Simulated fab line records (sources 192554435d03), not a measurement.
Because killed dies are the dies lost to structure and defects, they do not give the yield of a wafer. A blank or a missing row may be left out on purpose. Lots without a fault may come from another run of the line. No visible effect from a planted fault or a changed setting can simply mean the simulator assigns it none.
fab line records | flow n5-finfet
record: lots: 11 | wafers: 31 | last-day: 16
route steps=1938 shown BEOL_M9@1415
lots that met no fault: from a run of the same line without faults
start-h: hours from the record's first day to the start of the lot's first wafer shown | wait-h: hours from the lot's prior step to this one | " as in the row above | L1.1+2: a single row standing in for several wafers | - no value, or no start was given | * or withheld: withheld | < > ~ a bound
route shown NAME@n: names a module that has steps shown in the file, with the first one's number in the route | usual: the fault-free wafers' mean and standard deviation | same: alike in all rows | chamber/n: place in a boat | sites: each site's reading | _std_site: the values' standard deviation | _edge_site: outer sites' mean less inner sites' | radius-mm: for every site, how far away it sits from the centre of the wafer | mask NAME#n: copy n | behind: the tool/chamber that last shaped the wafer | hold: why the lot was held/for how many hours/how that ended | device: whichever transistor did not switch (one of n, p or np) | end of line: tests of these same wafers at the route's end | a step given without rows: its recipe and nothing more | killed: at the first sort, the dies lost to defects and structure; wafer yield is something else | map: a wafer's dies, marking killed ones x, the rest . and places with no die _
set.NAME: the setting that was run; set.NAME@STEP: the one run at that earlier step | model.NAME: the simulator's own value behind a step, which no gauge read
steps of the route over a sample of lots; a table a step, a row a wafer
services: the hour from which a tool's chamber was out of use, counted from the record's first day as start-h (under 0 if before that day), plus the number of hours and why
== steps ==
step: N5_BEOL_M9_OVL_MEAS_12
recipe: points-per-wafer: 44
usual: M9_OVL: -0.1/0.85
lot.wafer | tool       | chamber | start-h | wait-h | M9_OVL[nm]
L287.3    | overlay-02 | 0       | 204.55  | 0.0    | -1.1
L287.4    | "          | 0       | "       | "      | -1.2
L287.5    | "          | 0       | "       | "      | -1.4
L289.1    | overlay-02 | 0       | 230.54  | 0.0    | -0.2
L289.4    | "          | 0       | "       | "      | -0.6
L289.6    | "          | 0       | "       | "      | -1.4
L291.1    | overlay-01 | 0       | 248.73  | 0.0    | 0.0
L291.2    | "          | 0       | "       | "      | -0.9
L291.5    | "          | 0       | "       | "      | -0.3
L290.3    | overlay-02 | 0       | 249.04  | 0.0    | -0.7
L290.5    | "          | 0       | "       | "      | -0.9
L290.6    | "          | 0       | "       | "      | -1.1
L292.3    | overlay-02 | 0       | 249.24  | 0.0    | 1.7
L292.4    | "          | 0       | "       | "      | 0.8
L292.6    | "          | 0       | "       | "      | 0.3
L296.2    | overlay-01 | 0       | 252.99  | 0.0    | 1.9
L296.5    | "          | 0       | "       | "      | -0.2
L296.6    | "          | 0       | "       | "      | 1.0
L294.1    | overlay-01 | 0       | 261.06  | 0.0    | 0.2
L294.5    | "          | 0       | "       | "      | 0.8
L294.6    | "          | 0       | "       | "      | 1.4
L297.1    | overlay-02 | 0       | 280.43  | 0.0    | -0.2
L297.3    | "          | 0       | "       | "      | 0.2
L297.4    | "          | 0       | "       | "      | 0.2
L301.1    | overlay-01 | 0       | 298.84  | 0.0    | -0.8
L301.3    | "          | 0       | "       | "      | -0.2
L301.4    | "          | 0       | "       | "      | -1.0
L305.2    | overlay-02 | 0       | 322.85  | 0.0    | 0.3
L305.3    | "          | 0       | "       | "      | -1.8
L306.3    | overlay-01 | 0       | 330.39  | 0.0    | -1.2
L306.6    | "          | 0       | "       | "      | -0.2
step: N5_BEOL_M9_CD_MEAS_18
recipe: pitch-nm: 140 | target-cd-nm: 70
usual: cd-nm: 69.9/0.66
lot.wafer | tool      | chamber | start-h | wait-h | cd-nm
L287.3    | cd-sem-01 | -       | 205.57  | 0.1    | 70.4
L287.4    | "         | -       | "       | "      | 70.5
L287.5    | "         | -       | "       | "      | 70.6
L289.1    | cd-sem-02 | -       | 231.05  | 0.0    | 71.1
L289.4    | "         | -       | "       | "      | 69.9
L289.6    | "         | -       | "       | "      | 70.0
L291.1    | cd-sem-01 | -       | 249.31  | 0.0    | 68.7
L291.2    | "         | -       | "       | "      | 68.6
L291.5    | "         | -       | "       | "      | 69.6
L290.3    | cd-sem-02 | -       | 249.56  | 0.1    | 70.1
L290.5    | "         | -       | "       | "      | 70.5
L290.6    | "         | -       | "       | "      | 69.4
L292.3    | cd-sem-02 | -       | 249.76  | 0.1    | 69.0
L292.4    | "         | -       | "       | "      | 69.8
L292.6    | "         | -       | "       | "      | 70.0
L296.2    | cd-sem-02 | -       | 254.39  | 0.1    | 70.8
L296.5    | "         | -       | "       | "      | 70.5
L296.6    | "         | -       | "       | "      | 68.7
L294.1    | cd-sem-01 | -       | 262.02  | 0.0    | 70.9
L294.5    | "         | -       | "       | "      | 69.4
L294.6    | "         | -       | "       | "      | 69.7
L297.1    | cd-sem-01 | -       | 281.02  | 0.0    | 70.1
L297.3    | "         | -       | "       | "      | 70.6
L297.4    | "         | -       | "       | "      | 69.4
L301.1    | cd-sem-01 | -       | 299.35  | 0.0    | 69.1
L301.3    | "         | -       | "       | "      | 69.5
L301.4    | "         | -       | "       | "      | 70.2
L305.2    | cd-sem-01 | -       | 323.88  | 0.1    | 69.7
L305.3    | "         | -       | "       | "      | 69.7
L306.3    | cd-sem-02 | -       | 331.03  | 0.1    | 70.4
L306.6    | "         | -       | "       | "      | 70.5
step: N5_BEOL_M9_ETCH_76
recipe: chemistry: N2/H2 | target: underlayer | target-depth-a: 65 | mask-material: CAR-EUV | time-s: 5.2 | ion-energy-ev: 200 | pressure-mtorr: 30 | source-w: 840 | bias-w: 150 | n2-flow-sccm: 200 | h2-flow-sccm: 200 | ends: cleared
usual: chamber-pressure-mTorr: 30.01/0.041 | drypump-motor-current-A: 5.8/0.38 | etch-rf-on-time-s: 5.22/0.11 | oes-product-au: 0.67/0.087 | rf-vpp-V: 524.5/3 | showerhead-plenum-p-Torr: 2.56/0.1 | throttle-valve-pct: 17.82/0.25
lot.wafer | tool        | chamber | start-h | wait-h | chamber-pressure-mTorr | drypump-motor-current-A | etch-rf-on-time-s | oes-product-au | rf-hours-counter-h | rf-vpp-V | showerhead-plenum-p-Torr | throttle-valve-pct
L287.3    | rie-diel-06 | 1       | 206.42  | 0.1    | 30.08                  | 5.9                     | 5.16              | 0.71           | -                  | 525.3    | 2.60                     | 17.81
L287.4    | "           | 1       | "       | "      | 30.00                  | 5.8                     | 5.14              | 0.72           | -                  | 524.2    | 2.60                     | 17.83
L287.5    | "           | 1       | "       | "      | 30.07                  | 5.9                     | 5.11              | 0.72           | -                  | 526.0    | 2.60                     | 17.81
L289.1    | rie-diel-05 | 0       | 234.48  | 0.0    | 30.07                  | 5.5                     | 5.26              | 0.63           | 152                | 521.0    | 2.43                     | 18.12
L289.4    | "           | 0       | "       | "      | 29.97                  | 5.5                     | 5.29              | 0.63           | -                  | 520.1    | 2.43                     | 18.14
L289.6    | "           | 3       | "       | "      | 29.97                  | 5.8                     | 5.41              | 0.60           | -                  | 524.7    | 2.63                     | 18.07
L291.1    | rie-diel-06 | 3       | 251.75  | 0.0    | 30.03                  | 6.3                     | 5.23              | 0.66           | 110                | 524.8    | 2.57                     | 18.04
L291.2    | "           | 2       | "       | "      | 30.04                  | 6.3                     | 5.41              | 0.59           | 215                | 522.8    | 2.50                     | 17.73
L291.5    | "           | 3       | "       | "      | 30.00                  | 6.3                     | 5.22              | 0.66           | -                  | 522.9    | 2.57                     | 18.04
L290.3    | rie-diel-05 | 0       | 252.31  | 0.0    | 30.03                  | 5.5                     | 5.24              | 0.63           | 159                | 521.8    | 2.43                     | 18.14
L290.5    | "           | 2       | "       | "      | 29.99                  | 5.6                     | 5.09              | 0.84           | -                  | 526.4    | 2.60                     | 17.62
L290.6    | "           | 1       | "       | "      | 30.05                  | 6.1                     | 5.24              | 0.58           | -                  | 518.4    | 2.40                     | 17.56
L292.3    | rie-diel-05 | 3       | 252.74  | 0.0    | 30.06                  | 5.8                     | 5.31              | 0.59           | 210                | 525.5    | 2.63                     | 18.06
L292.4    | "           | 1       | "       | "      | 30.00                  | 6.1                     | 5.25              | 0.59           | 243                | 520.7    | 2.40                     | 17.59
L292.6    | "           | 1       | "       | "      | 29.92                  | 6.1                     | 5.24              | 0.58           | -                  | 521.2    | 2.40                     | 17.57
L296.2    | rie-diel-05 | 3       | 256.16  | 0.0    | 29.98                  | 5.8                     | 5.34              | 0.60           | 211                | 526.1    | 2.63                     | 18.09
L296.5    | "           | 0       | "       | "      | 30.06                  | 5.5                     | 5.29              | 0.63           | -                  | 519.8    | 2.43                     | 18.14
L296.6    | "           | 3       | "       | "      | 30.03                  | 5.8                     | 5.39              | 0.59           | -                  | 527.3    | 2.63                     | 18.08
L294.1    | rie-diel-06 | 2       | 263.46  | 0.0    | 30.03                  | 6.3                     | 5.42              | 0.59           | 219                | 523.3    | 2.50                     | 17.78
L294.5    | "           | 0       | "       | "      | 30.04                  | 4.9                     | 5.18              | 0.80           | -                  | 527.2    | 2.69                     | 17.87
L294.6    | "           | 1       | "       | "      | 29.97                  | 5.9                     | 5.19              | 0.70           | -                  | 526.2    | 2.59                     | 17.84
L297.1    | rie-diel-06 | 1       | 282.08  | 0.0    | 30.05                  | 5.9                     | 5.14              | 0.70           | 78                 | 525.8    | 2.58                     | 17.83
L297.3    | "           | 0       | "       | "      | 30.01                  | 4.9                     | 5.25              | 0.78           | 10                 | 528.6    | 2.69                     | 17.86
L297.4    | "           | 3       | "       | "      | 29.99                  | 6.3                     | 5.27              | 0.65           | 120                | 523.2    | 2.57                     | 18.05
L301.1    | rie-diel-06 | 3       | 300.04  | 0.0    | 30.02                  | 6.3                     | 5.34              | 0.64           | 125                | 523.5    | 2.57                     | 18.08
L301.3    | "           | 0       | "       | "      | 30.04                  | 4.9                     | 5.29              | 0.76           | 14                 | 527.9    | 2.69                     | 17.89
L301.4    | "           | 1       | "       | "      | 30.05                  | 5.9                     | 5.19              | 0.69           | 83                 | 523.1    | 2.58                     | 17.86
L305.2    | rie-diel-05 | 1       | 327.12  | 0.0    | 29.91                  | 6.1                     | 3.62              | 0.99           | 5                  | 527.5    | 2.72                     | 17.25
L305.3    | "           | 2       | "       | "      | 29.99                  | 5.6                     | 3.61              | 0.96           | 29                 | 524.6    | 2.59                     | 17.71
L306.3    | rie-diel-05 | 2       | 333.81  | 0.0    | 30.03                  | 5.6                     | 3.64              | 0.94           | 31                 | 525.1    | 2.59                     | 17.74
L306.6    | "           | 2       | "       | "      | 30.00                  | 5.6                     | 5.05              | 0.77           | -                  | 526.4    | 2.59                     | 17.68
step: N5_BEOL_M9_STRIP_36
recipe: chemistry: N2/H2 | power-w: 450 | temp-c: 40 | pressure-mtorr: 20 | rf-frequency-hz: 6e+07 | overash-fraction: 0.3 | bias-power-w: 7 | h2-frac: 0.5 | n2-flow-sccm: 200 | h2-flow-sccm: 200
usual: chamber-pressure-mTorr: 20.00/0.032 | drypump-motor-current-A: 5.8/0.39 | oes-product-au: 0.79/0.1 | rf-vpp-V: 59.1/1.5 | showerhead-plenum-p-Torr: 2.56/0.1 | temp-c: 40.00/0.11 | throttle-valve-pct: 23.6/0.33
lot.wafer | tool        | chamber | start-h | wait-h | chamber-pressure-mTorr | drypump-motor-current-A | oes-product-au | rf-hours-counter-h | rf-vpp-V | showerhead-plenum-p-Torr | temp-c | throttle-valve-pct
L287.3    | rie-diel-06 | 1       | 207.07  | 0.1    | 19.94                  | 5.9                     | 0.85           | -                  | 60.3     | 2.59                     | 39.93  | 23.6
L287.4    | "           | 1       | "       | "      | 20.01                  | 5.9                     | 0.84           | -                  | 59.8     | 2.59                     | 40.02  | 23.6
L287.5    | "           | 1       | "       | "      | 19.99                  | 5.9                     | 0.85           | -                  | 58.2     | 2.59                     | 40.16  | 23.6
L289.1    | rie-diel-05 | 0       | 234.69  | 0.0    | 19.99                  | 5.5                     | 0.75           | 152                | 55.8     | 2.43                     | 39.95  | 24.0
L289.4    | "           | 0       | "       | "      | 20.04                  | 5.5                     | 0.75           | -                  | 60.3     | 2.43                     | 39.91  | 24.0
L289.6    | "           | 3       | "       | "      | 19.99                  | 5.8                     | 0.71           | -                  | 59.1     | 2.63                     | 40.03  | 23.8
L291.1    | rie-diel-06 | 3       | 251.96  | 0.0    | 20.02                  | 6.3                     | 0.76           | 110                | 58.0     | 2.57                     | 39.96  | 24.0
L291.2    | "           | 2       | "       | "      | 20.01                  | 6.4                     | 0.71           | 215                | 58.7     | 2.49                     | 40.00  | 23.5
L291.5    | "           | 3       | "       | "      | 20.00                  | 6.3                     | 0.77           | -                  | 61.0     | 2.57                     | 39.85  | 24.0
L290.3    | rie-diel-05 | 0       | 252.52  | 0.0    | 20.02                  | 5.5                     | 0.74           | 159                | 56.8     | 2.43                     | 40.04  | 24.0
L290.5    | "           | 2       | "       | "      | 20.00                  | 5.7                     | 0.99           | -                  | 56.7     | 2.60                     | 39.93  | 23.5
L290.6    | "           | 1       | "       | "      | 20.01                  | 6.1                     | 0.69           | -                  | 58.3     | 2.40                     | 40.07  | 23.1
L292.3    | rie-diel-05 | 3       | 252.95  | 0.0    | 19.97                  | 5.8                     | 0.72           | 210                | 60.0     | 2.63                     | 39.95  | 23.8
L292.4    | "           | 1       | "       | "      | 20.04                  | 6.1                     | 0.69           | 243                | 58.0     | 2.40                     | 39.91  | 23.2
L292.6    | "           | 1       | "       | "      | 20.03                  | 6.1                     | 0.69           | -                  | 57.7     | 2.40                     | 40.03  | 23.2
L296.2    | rie-diel-05 | 3       | 256.36  | 0.0    | 19.99                  | 5.8                     | 0.71           | 211                | 59.8     | 2.63                     | 40.10  | 23.9
L296.5    | "           | 0       | "       | "      | 19.98                  | 5.5                     | 0.73           | -                  | 59.3     | 2.43                     | 40.16  | 24.0
L296.6    | "           | 3       | "       | "      | 19.99                  | 5.7                     | 0.70           | -                  | 60.2     | 2.63                     | 40.03  | 23.8
L294.1    | rie-diel-06 | 2       | 263.67  | 0.0    | 20.01                  | 6.4                     | 0.69           | 219                | 59.2     | 2.49                     | 39.99  | 23.5
L294.5    | "           | 0       | "       | "      | 20.00                  | 4.9                     | 0.97           | -                  | 56.7     | 2.69                     | 40.12  | 23.6
L294.6    | "           | 1       | "       | "      | 20.03                  | 5.8                     | 0.80           | -                  | 61.6     | 2.58                     | 39.92  | 23.7
L297.1    | rie-diel-06 | 1       | 282.28  | 0.0    | 20.00                  | 5.9                     | 0.81           | 78                 | 59.8     | 2.58                     | 40.10  | 23.7
L297.3    | "           | 0       | "       | "      | 20.02                  | 4.9                     | 0.94           | 10                 | 56.8     | 2.69                     | 40.13  | 23.6
L297.4    | "           | 3       | "       | "      | 20.00                  | 6.3                     | 0.77           | 120                | 60.6     | 2.57                     | 40.18  | 24.0
L301.1    | rie-diel-06 | 3       | 300.25  | 0.0    | 19.99                  | 6.3                     | 0.76           | 125                | 58.7     | 2.56                     | 40.03  | 24.0
L301.3    | "           | 0       | "       | "      | 19.99                  | 4.9                     | 0.91           | 15                 | 58.9     | 2.69                     | 40.08  | 23.6
L301.4    | "           | 1       | "       | "      | 19.98                  | 5.8                     | 0.78           | 83                 | 58.8     | 2.58                     | 40.12  | 23.6
L305.2    | rie-diel-05 | 1       | 327.32  | 0.0    | 19.99                  | 6.1                     | 0.96           | 5                  | 58.0     | 2.71                     | 39.93  | 22.9
L305.3    | "           | 2       | "       | "      | 19.98                  | 5.6                     | 0.91           | 29                 | 57.5     | 2.58                     | 40.22  | 23.5
L306.3    | rie-diel-05 | 2       | 334.02  | 0.0    | 20.03                  | 5.6                     | 0.90           | 31                 | 60.3     | 2.58                     | 40.02  | 23.5
L306.6    | "           | 2       | "       | "      | 20.03                  | 5.6                     | 0.92           | -                  | 59.0     | 2.58                     | 40.03  | 23.5
== services ==
tool        | chamber | start-h | hours | kind
rie-diel-06 | 2       | 201.30  | 23.7  | repair
rie-diel-06 | 3       | 202.27  | 7.3   | repair
rie-diel-05 | 2       | 220.81  | -     | clean
rie-diel-05 | 2       | 220.81  | -     | consumable-replace:focus-ring
rie-diel-05 | 2       | 220.81  | 17.9  | scheduled-down
rie-diel-05 | 2       | 220.81  | 17.9  | vent-cycle
rie-diel-06 | 0       | 226.90  | -     | clean
rie-diel-06 | 0       | 226.90  | -     | consumable-replace:focus-ring
rie-diel-06 | 0       | 226.90  | -     | consumable-replace:showerhead
rie-diel-06 | 0       | 226.90  | 20.7  | scheduled-down
rie-diel-06 | 0       | 226.90  | 20.7  | vent-cycle
rie-diel-06 | 0       | 271.64  | 2.8   | repair
rie-diel-05 | 1       | 280.56  | -     | clean
rie-diel-05 | 1       | 280.56  | -     | consumable-replace:focus-ring
rie-diel-05 | 1       | 280.56  | -     | consumable-replace:showerhead
rie-diel-05 | 1       | 280.56  | 29.9  | scheduled-down
rie-diel-05 | 1       | 280.56  | 29.9  | vent-cycle
rie-diel-05 | 2       | 296.80  | 2.9   | repair
rie-diel-06 | 3       | 316.56  | 4.0   | repair
rie-diel-06 | -       | 325.45  | 14.6  | pm
== key ==
first-sign: step: N5_BEOL_M9_ETCH_76 | reading: etch-rf-on-time-s | direction: down | sigmas: 14 | usual: * | struck: *
effect: step: N5_BEOL_M9_ETCH_76 | reading: oes-product-au | direction: up | sigmas: 3.4 | usual: 0.67 | struck: 0.96
met-at N5_BEOL_M9_ETCH_76
struck-lots L305,L306
struck-wafers L305.2,L305.3,L306.3
not-acting-at N5_BEOL_M9_OVL_MEAS_12,N5_BEOL_M9_CD_MEAS_18,N5_BEOL_M9_STRIP_36
onset-between 256.16 327.12
fault: kind: process-parameter-drift | tool: rie-diel-05 | chamber: - | onset-h: 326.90 | steps: N5_BEOL_M9_ETCH_76 | channel: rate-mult | offset: 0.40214 | shape: step | end-h: 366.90 | scope: struck-wafers-only
